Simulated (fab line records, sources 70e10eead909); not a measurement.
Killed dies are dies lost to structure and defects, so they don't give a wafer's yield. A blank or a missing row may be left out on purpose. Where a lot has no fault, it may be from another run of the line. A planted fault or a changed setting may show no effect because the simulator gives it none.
Matching of chambers | flow nand-harc | NHARC_A_SGD_CUT_DEP_00 on pecvd-02: 3 sister chambers
The step deposits SiNx, target thk 50 nm. 30 wafers are shown with their chamber, then 12 later ones without.

## EACH WAFER AND ITS CHAMBER
wafer  | chamber | heater-power-w (W)
L076.2 | 2       | 577
L076.4 | 2       | 589
L076.5 | 0       | 661
L078.1 | 2       | 692
L078.2 | 1       | 846
L078.3 | 0       | 629
L082.2 | 0       | 680
L082.3 | 1       | 846
L082.5 | 2       | 694
L083.1 | 1       | 811
L083.2 | 0       | 741
L083.3 | 1       | 821
L083.4 | 0       | 725
L083.5 | 0       | 709
L083.6 | 1       | 833
L086.2 | 0       | 723
L086.3 | 2       | 679
L086.5 | 1       | 843
L088.2 | 2       | 664
L088.3 | 0       | 655
L088.6 | 2       | 682
L088.1 | 1       | 866
L088.4 | 1       | 893
L088.5 | 0       | 671
L087.3 | 0       | 645
L087.5 | 2       | 593
L087.6 | 0       | 643
L090.2 | 2       | 670
L090.3 | 0       | 676
L090.6 | 2       | 674

SIGNATURES (means of the wafers above)
reading        | chamber 0 | chamber 1 | chamber 2 | scatter within a chamber
heater-power-w | 679.83    | 844.88    | 651.40    | 37.7
Rule: a wafer's distance from a chamber is the root of the sum, over the readings, of the square of ((its reading less the chamber's mean) divided by the reading's scatter). If the next closest chamber is less than 2 further off than the closest, the wafer can't be placed; otherwise it belongs to the closest. How the scatter is found: for the shown wafers, subtract from each reading the mean of its chamber, square and add these, divide the total by (wafers less chambers), then take the root.

## WAFERS WITH NO CHAMBER GIVEN
wafer  | heater-power-w (W)
L090.1 | 731
L090.4 | 674
L090.5 | 778
L092.2 | 853
L092.5 | 852
L092.6 | 639
L094.2 | 750
L094.4 | 653
L094.5 | 673
L095.2 | 630
L095.3 | 740
L095.6 | 622

## CHAMBER TAKEN BY EACH
wafer  | from the rows above          | in truth
L090.1 | can't be placed: 0 or 2 or 1 | 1
L090.4 | can't be placed: 0 or 2      | 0
L090.5 | can't be placed: 1 or 0 or 2 | 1
L092.2 | 1                            | 1
L092.5 | 1                            | 1
L092.6 | can't be placed: 2 or 0      | 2
L094.2 | can't be placed: 0 or 1 or 2 | 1
L094.4 | can't be placed: 2 or 0      | 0
L094.5 | can't be placed: 0 or 2      | 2
L095.2 | can't be placed: 2 or 0      | 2
L095.3 | can't be placed: 0 or 2 or 1 | 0
L095.6 | can't be placed: 2 or 0      | 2
Placed correctly: 2 of 12. Can't be placed from these rows: 10 (the true chamber is among the candidates in 10). Number placed wrongly: 0.
